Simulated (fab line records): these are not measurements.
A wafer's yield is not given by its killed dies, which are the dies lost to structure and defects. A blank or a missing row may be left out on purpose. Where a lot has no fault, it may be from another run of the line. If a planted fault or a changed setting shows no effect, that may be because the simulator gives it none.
Which tool did it? | flow n5-finfet | Sampling: 11 lots, 30 wafers, 5 of 1938 route steps

WHAT EACH GAUGE READ, for each wafer
No reading from a measuring or inspecting step in the record can be judged against a usual standard deviation.

WHICH TOOL RAN EACH LOT (tool, then ch and the chambers of the sampled wafers, then the start)
lot  | N5_BEOL_M7_ETCH_66                 | N5_BEOL_M7_ETCH_41                            | N5_BEOL_M7_DEGAS_44          | N5_BEOL_M7_CMP_52             | N5_PASSIVATION_PROBE_49
L347 | rie-diel-05 ch 0,3, day 10 05:45   | rie-diel-05 ch 0,3, day 10 06:38 or earlier   | pvd-sputter-03, day 10 06:38 | cmp-04 ch 1,2,3, day 10 07:48 | -
L354 | rie-diel-03 ch 2, day 11 23:42     | rie-diel-03 ch 2, day 12 02:14 or earlier     | pvd-sputter-01, day 12 02:14 | cmp-02 ch 3, day 12 03:23     | -
L355 | rie-diel-03 ch 0,2, day 12 05:32   | rie-diel-03 ch 0,2, day 12 06:27 or earlier   | pvd-sputter-02, day 12 06:27 | cmp-02 ch 0, day 12 07:53     | -
L356 | rie-diel-06 ch 2, day 12 05:50     | rie-diel-06 ch 2, day 12 07:44 or earlier     | pvd-sputter-01, day 12 07:44 | cmp-02 ch 2,3, day 12 08:56   | -
L357 | rie-diel-06 ch 0,1,2, day 13 04:07 | rie-diel-06 ch 0,1,2, day 13 05:14 or earlier | pvd-sputter-03, day 13 05:14 | cmp-03 ch 0,1, day 13 07:43   | prober-02, day 16 00:54
L360 | rie-diel-03 ch 0,1,3, day 13 12:11 | rie-diel-03 ch 0,1,3, day 13 14:25 or earlier | pvd-sputter-03, day 13 14:25 | cmp-04 ch 1,2,3, day 13 15:35 | -
L361 | rie-diel-03 ch 0,1,2, day 13 13:35 | rie-diel-03 ch 0,1,2, day 13 14:55 or earlier | pvd-sputter-03, day 13 14:55 | cmp-04 ch 0,2,3, day 13 16:04 | prober-02, day 16 16:14
L363 | rie-diel-05 ch 0,1, day 14 00:08   | rie-diel-05 ch 0,1, day 14 01:09 or earlier   | pvd-sputter-01, day 14 01:09 | cmp-04 ch 0,1, day 14 02:17   | prober-01, day 17 08:12
L362 | rie-diel-03 ch 1,2,3, day 14 00:19 | rie-diel-03 ch 1,2,3, day 14 01:37 or earlier | pvd-sputter-03, day 14 01:37 | cmp-03 ch 0,3, day 14 03:05   | prober-01, day 17 14:16
L365 | rie-diel-05 ch 1,2, day 14 18:37   | rie-diel-05 ch 1,2, day 14 19:29 or earlier   | pvd-sputter-01, day 14 19:29 | cmp-03 ch 0,1, day 14 21:58   | -
L368 | rie-diel-05 ch 1,2,3, day 17 01:55 | rie-diel-05 ch 1,2,3, day 17 02:49 or earlier | pvd-sputter-03, day 17 02:49 | cmp-02 ch 0,1,2, day 17 05:36 | -
- N5_BEOL_M7_ETCH_66: etches SOC in N2/H2, target depth 80 nm, overetch 16 nm, time 120 s.
- N5_BEOL_M7_ETCH_41: etches SiCN in CH3F/O2, target depth 31.9 nm, time 57.8 s.
- N5_BEOL_M7_DEGAS_44: time 60 s.
- N5_BEOL_M7_CMP_52: polishes, stops on SiCOH lowk, t overpolish 6.9 s, target thk 80 nm.
- N5_PASSIVATION_PROBE_49

WHAT THE TOOLS THEMSELVES READ (means of the sampled wafers that have a number; where no wafer has one, the mark that the record gives instead)
N5_BEOL_M7_ETCH_66.
lot  | tool        | bias-w (W) | drypump-motor-current-A (A) | oes-product-au (a.u.) | rf-vpp-V (V) | showerhead-plenum-p-Torr (Torr) | temp-c (C) | throttle-valve-pct (%)
L347 | rie-diel-05 | 149.8      | 5.8                         | 0.56                  | 523.4        | 2.52                            | 40.13      | 17.94
L354 | rie-diel-03 | 149.9      | 6.2                         | 0.56                  | 520.4        | 2.42                            | 40.03      | 17.52
L355 | rie-diel-03 | 149.8      | 5.8                         | 0.56                  | 522.5        | 2.47                            | 39.93      | 17.61
L356 | rie-diel-06 | 149.8      | 6.0                         | 0.57                  | 524.3        | 2.56                            | 40.03      | 18.14
L357 | rie-diel-06 | 149.6      | 5.8                         | 0.57                  | 523.4        | 2.51                            | 40.09      | 17.99
L360 | rie-diel-03 | 150.1      | 5.3                         | 0.59                  | 523.6        | 2.55                            | 39.91      | 17.67
L361 | rie-diel-03 | 150.0      | 5.7                         | 0.58                  | 522.0        | 2.47                            | 39.98      | 17.56
L363 | rie-diel-05 | 149.9      | 6.2                         | 0.61                  | 522.5        | 2.49                            | 39.99      | 17.76
L362 | rie-diel-03 | 149.9      | 5.5                         | 0.59                  | 523.7        | 2.51                            | 40.08      | 17.61
L365 | rie-diel-05 | 150.3      | 5.4                         | 0.63                  | 523.8        | 2.54                            | 39.86      | 17.62
L368 | rie-diel-05 | 150.4      | 5.8                         | 0.59                  | 522.7        | 2.52                            | 40.06      | 17.76

N5_BEOL_M7_ETCH_41.
lot  | tool        | bias-w (W) | drypump-motor-current-A (A) | oes-product-au (a.u.) | rf-vpp-V (V) | showerhead-plenum-p-Torr (Torr) | throttle-valve-pct (%)
L347 | rie-diel-05 | 74.86      | 5.8                         | 0.71                  | 296.9        | 1.98                            | 16.41
L354 | rie-diel-03 | 74.98      | 6.1                         | 0.73                  | 295.1        | 1.91                            | 16.10
L355 | rie-diel-03 | 75.22      | 5.8                         | 0.73                  | 296.1        | 1.94                            | 16.14
L356 | rie-diel-06 | 75.22      | 6.0                         | 0.76                  | 298.6        | 2.01                            | 16.56
L357 | rie-diel-06 | 75.16      | 5.8                         | 0.75                  | 296.8        | 1.97                            | 16.38
L360 | rie-diel-03 | 75.37      | 5.3                         | 0.77                  | 297.6        | 2.01                            | 16.24
L361 | rie-diel-03 | 74.99      | 5.6                         | 0.76                  | 296.1        | 1.94                            | 16.16
L363 | rie-diel-05 | 74.96      | 6.2                         | 0.79                  | 296.2        | 1.95                            | 16.26
L362 | rie-diel-03 | 74.97      | 5.5                         | 0.77                  | 296.2        | 1.98                            | 16.22
L365 | rie-diel-05 | 75.07      | 5.4                         | 0.83                  | 296.8        | 2.00                            | 16.24
L368 | rie-diel-05 | 75.11      | 5.8                         | 0.77                  | 297.1        | 1.99                            | 16.29

N5_BEOL_M7_DEGAS_44.
lot  | tool           | heater-power-w (W)
L347 | pvd-sputter-03 | 311
L354 | pvd-sputter-01 | 360
L355 | pvd-sputter-02 | 295
L356 | pvd-sputter-01 | 376
L357 | pvd-sputter-03 | 316
L360 | pvd-sputter-03 | 335
L361 | pvd-sputter-03 | 341
L363 | pvd-sputter-01 | 345
L362 | pvd-sputter-03 | 314
L365 | pvd-sputter-01 | 356
L368 | pvd-sputter-03 | 339

N5_BEOL_M7_CMP_52.
lot  | tool   | barrier-field-endpoint-s (s) | motor-current-A (A) | overpolish-run-s (s) | pad-life-wafers | time-to-endpoint-s (s)
L347 | cmp-04 | 28.8                         | 6.0                 | 6.905                | 656             | 63.2
L354 | cmp-02 | 21.8                         | 5.8                 | 6.888                | 475             | 47.6
L355 | cmp-02 | 21.6                         | 5.8                 | 6.905                | 516             | 45.2
L356 | cmp-02 | 22.8                         | 6.0                 | 6.909                | 529             | 47.8
L357 | cmp-03 | 29.1                         | 6.1                 | 6.893                | 1334            | 63.9
L360 | cmp-04 | 28.9                         | 5.9                 | 6.905                | 1525            | 62.6
L361 | cmp-04 | 28.7                         | 6.4                 | 6.910                | 1531            | 62.2
L363 | cmp-04 | 28.7                         | 6.8                 | 6.895                | 1620            | 61.7
L362 | cmp-03 | 28.8                         | 6.2                 | 6.898                | 1500            | 63.3
L365 | cmp-03 | 29.1                         | 5.7                 | 6.900                | 1693            | 62.6
L368 | cmp-02 | 28.2                         | 5.9                 | 6.896                | 1310            | 60.4

N5_PASSIVATION_PROBE_49.
lot  | tool      | defect-limited-yield (%) | killed_at_M0_to_M3 | killed_at_M4_up | killed-at-contacts | killed-at-front-end | killed-at-other | killed-dies | killed-open | killed-short | sort_bin_5_function (%) | sort_bin_6_memory (%) | sort-n-pass | sort-yield-pct (%)
L357 | prober-02 | 91.4                     | 33                 | 21              | 7                  | 39                  | 0.7             | 101         | 63          | 37           | 5.2                     | 3.2                   | 1079        | 91.4
L361 | prober-02 | 89.3                     | 36                 | 9               | 12                 | 65                  | 4.3             | 126         | 87          | 37           | 6.2                     | 3.8                   | 1054        | 89.3
L363 | prober-01 | 90.8                     | 34                 | 14              | 16                 | 40                  | 4.3             | 108         | 75          | 33           | 5.5                     | 3.5                   | 1072        | 90.8
L362 | prober-01 | 91.3                     | 30                 | 9               | 17                 | 45                  | 1.7             | 103         | 70          | 33           | 5.0                     | 3.4                   | 1077        | 91.3

THE ANSWER, worked out from the rows above alone
Rule: the usual values come from the lots themselves. Put in order of their means at a reading, lots are off if they are a third of the lots or fewer, leave a main group of 4 or more, and stand apart from it by a gap of 3 or more times the standard deviation of the main group's means; of several such gaps the widest counts. The tables above print the reading to a certain number of digits; a main group whose means all agree to those digits is not used. A lot without any number at a reading at which 4 lots or more have one is off too. All remaining lots with rows at the step are treated as sound. After the gauges, taken in route order, come the tools' own readings; for these a lot's mean is taken, as printed above. At the first step where some lot is off, the reading lying furthest off is the one used; lots without a number count as furthest.
Off: L354, L355, L356, at N5_BEOL_M7_CMP_52 (barrier-field-endpoint-s). The main group: mean 28.8 s, standard deviation 0.27.
If a tool, at that step or one of the process steps before it, ran each lot that is off and ran no sound lot following the first of them, it fits. N5_BEOL_M7_ETCH_41: start missing for some lots; hours and lot order therefore follow N5_BEOL_M7_DEGAS_44. Of those tried, none fits.

WHAT WAS PUT IN BY THE SIMULATOR
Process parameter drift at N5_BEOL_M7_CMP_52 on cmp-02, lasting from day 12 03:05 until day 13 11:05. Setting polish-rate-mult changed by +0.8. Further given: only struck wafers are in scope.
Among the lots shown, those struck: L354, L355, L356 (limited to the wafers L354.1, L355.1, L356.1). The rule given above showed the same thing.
